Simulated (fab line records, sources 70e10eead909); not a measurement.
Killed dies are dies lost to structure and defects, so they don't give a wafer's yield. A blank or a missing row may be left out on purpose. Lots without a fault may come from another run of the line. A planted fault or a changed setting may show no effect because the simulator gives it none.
Problem report in the 8D (eight disciplines) form, filled by code | flow nand_harc | the parts of the form that need people (team, actions taken, sign-off) are left out

1. THE PROBLEM
killed_at_periphery at NHARC_END_SORT_01 reads a mean of 78.0 on 1 wafer of 1 lot; wafers without a fault read 3.6 with a standard deviation of 2.3. That is +32 standard deviations from the usual mean.
First seen on wafer L937.4, day 29 13:06, on prober-01. The record holds 39 wafers of 13 lots with a number at this step. Rule for "out", or "out of limits": more than 4 standard deviations from the usual mean. The other wafers with a number count as sound.

2. WHAT IT IS AND WHAT IT IS NOT
question                    | is                                                     | is not
which readings at this step | killed_at_periphery, defect_limited_yield, killed_dies | killed_at_array, killed_at_other, killed_open, killed_short
which lots                  | L937                                                   | L926, L927, L928, L930, L931, L932, L933, L934, L945, L946, L947, L949
which wafers of those lots  | L937.4                                                 | L937.3, L937.5
read on which gauges        | prober-01                                              | prober-02
when                        | from day 29 13:06                                      | up to then (25 sound wafers); but 13 sound wafers of L937, L945, L946, L947, L949 came after

3. SUSPECTS, AND WHAT RULES EACH OUT
Counting: a tool at a process step up to the reading stays a suspect if it ran every lot that is out. Sound lots after the first of them don't rule it out here, since some wafers of a struck lot are sound.
- the gauge at NHARC_END_SORT_01: kept. All the wafers that are out were read on prober-01, and no step on other tools shows them out.
- pvd_sputter-03 at NHARC_P_BONDPAD_PRE_CLEAN_26 (time 30 s): kept. It ran the lot that is out, L937 (day 11 03:07); its last sound lot up to then is L934 (day 10 04:33).
- pvd_sputter-02 at NHARC_THIN_TSV_DEGAS_49 (time 120 s): kept. It ran the lot that is out, L937 (day 28 21:58); its last sound lot up to then is L926 (day 24 08:02).
- rtp_anneal-01 at NHARC_THIN_TSV_ANNEAL_52 (time 90 s): kept. It ran the lot that is out, L937 (day 28 23:14); its last sound lot up to then is L931 (day 25 10:19).
Left after counting: pvd_sputter-03 at NHARC_P_BONDPAD_PRE_CLEAN_26, pvd_sputter-02 at NHARC_THIN_TSV_DEGAS_49, rtp_anneal-01 at NHARC_THIN_TSV_ANNEAL_52, prober-01 at NHARC_END_SORT_01.

4. THE CAUSE (what the simulator had put in)
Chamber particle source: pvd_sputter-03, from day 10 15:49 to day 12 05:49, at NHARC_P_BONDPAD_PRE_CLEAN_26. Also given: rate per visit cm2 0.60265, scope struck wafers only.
Counting left 4 suspects, and this tool is among them.

5. THE CHAIN OF EFFECTS, in route order
Each row: a reading whose mean over the struck wafers that have a number lies more than 3 standard deviations from the usual. Only readings for which the record gives a usual standard deviation are gone through. hours: the time from each lot's start at the first step in this table that gives one to its start at this step, as a median over the lots. sigmas: the change in usual standard deviations.
hours | step              | reading              | usual  | on struck wafers | change | sigmas
0     | NHARC_END_SORT_01 | defect_limited_yield | 90.7 % | 79.8             | -10.9  | -4.2
0     | NHARC_END_SORT_01 | killed_at_periphery  | 3.6    | 78.0             | +74.4  | +32
0     | NHARC_END_SORT_01 | killed_dies          | 63     | 137              | +74    | +4.1
Readings that are blank on the struck wafers while sound wafers have them: susceptor_temp_C at NHARC_THIN_TSV_DEGAS_49.

6. WHAT WOULD HAVE CAUGHT IT SOONER
In this record the first reading out of limits at a measuring or inspecting step was taken at day 29 13:06, 453 hours after the fault began at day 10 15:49.
Of the tool readings at NHARC_P_BONDPAD_PRE_CLEAN_26 for which the record gives a usual standard deviation, none was out on any struck wafer, so an alarm limit of 4 standard deviations on them would not have fired.
All the lots that are out (1) had begun NHARC_P_BONDPAD_PRE_CLEAN_26 on pvd_sputter-03 by day 29 13:06. A hold on the tool at that time would have spared none of them.
